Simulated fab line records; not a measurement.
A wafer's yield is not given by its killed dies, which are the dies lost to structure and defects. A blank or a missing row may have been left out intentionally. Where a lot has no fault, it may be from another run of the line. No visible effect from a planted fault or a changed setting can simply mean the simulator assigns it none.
Code-filled problem report in 8D (eight disciplines) form	flow n5Finfet	the parts of the form that need people (team, actions taken, sign-off) are left out

== 1. WHAT WENT WRONG ==
At N5_PASSIVATION_PROBE_49, killed_at_M0_to_M3 averages 173 over 4 wafers from 3 lots, while fault-free wafers read 32, standard deviation 10. That puts it +14 standard deviations away from the usual mean.
First seen on wafer L547.6, day 15 06:39, on prober-01. At this step, 21 wafers from 7 lots have a number in the record. Rule for "out" (also "out of limits"): further than 4 standard deviations from the usual mean. The other wafers with a number count as sound.

== 2. WHAT IT IS, WHAT IT ISN'T ==
question	is	is not
which readings at this step	killed_at_M0_to_M3, defectLimitedYield, killedDies, sort_bin_5_function, sortNPass, sortYieldPct	killed_at_M4_up, killedAtContacts, killedAtOther, killedOpen, killedShort, sort_bin_8_speed
which lots	L547, L548, L549	L540, L542, L546, L558
which wafers of those lots	L547.6, L548.3, L549.3, L549.6	L547.2, L547.3, L548.1, L548.6, L549.1
read on which tools	prober-01, prober-02	-
when	from day 15 06:39	up to then (11 sound wafers); but 6 sound wafers of L548, L549, L558 came after

== 3. WHAT RULES OUT EACH SUSPECT ==
Counting: a tool at a process step up to the reading stays a suspect if it ran every lot that is out. Sound lots after the first of them don't rule it out here, since some wafers of a struck lot are sound.
- rieDiel-04 at N5_BEOL_M1_ETCH_70 (etches SOC in N2/H2, target depth 80 nm, overetch 16 nm, time 120 s): kept. It ran every lot that is out, first L547 (day 8 21:07); its last sound lot up to then is L542 (day 8 04:24).
- At N5_BEOL_M1_ETCH_70, inside rieDiel-04: chamber 3 took the wafers that are out, while their sound lot-mates went through chambers 0, 1.
Left after counting: rieDiel-04 at N5_BEOL_M1_ETCH_70.

== 4. THE CAUSE (what the simulator had put in) ==
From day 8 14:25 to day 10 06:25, rieDiel-04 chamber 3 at N5_BEOL_M1_ETCH_70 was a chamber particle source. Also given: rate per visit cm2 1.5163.
The count eliminated every tool but this one.

== 5. THE CHAIN OF EFFECTS, in route order ==
Each row: a reading where the mean over the struck wafers with a number is more than 3 standard deviations away from the usual. Scope: only readings with a usual standard deviation given in the record; hours: median across lots of the time from each lot's start at the first step in this table that gives one to its start at this step; sigmas: change in usual standard deviations.
hours	step	reading	usual	on struck wafers	change	sigmas
0	N5_PASSIVATION_PROBE_49	defectLimitedYield	91.7 %	80.3	-11.4	-7.6
0	N5_PASSIVATION_PROBE_49	killed_at_M0_to_M3	32	173	+141	+14
0	N5_PASSIVATION_PROBE_49	killedDies	98	232	+134	+7.5
0	N5_PASSIVATION_PROBE_49	killedOnRim	13	27	+14	+3.8
0	N5_PASSIVATION_PROBE_49	sort_bin_5_function	4.9 %	11.6	+6.7	+7.3
0	N5_PASSIVATION_PROBE_49	sortNPass	1082	948	-134	-7.5
0	N5_PASSIVATION_PROBE_49	sortYieldPct	91.7 %	80.3	-11.4	-7.6
Its process steps:
- N5_PASSIVATION_PROBE_49

== 6. WHAT WOULD HAVE CAUGHT IT SOONER ==
In this record no reading fell out of limits until day 15 06:39, 160 hours after the fault had begun at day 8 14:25.
Of the tool readings at N5_BEOL_M1_ETCH_70 for which the record gives a usual standard deviation, none was out on any struck wafer, so an alarm limit of 4 standard deviations on them would not have fired.
By day 15 06:39 the whole set of lots that are out, 3 in number, had already begun N5_BEOL_M1_ETCH_70 on rieDiel-04. A hold on the tool at that time would have spared none of them.
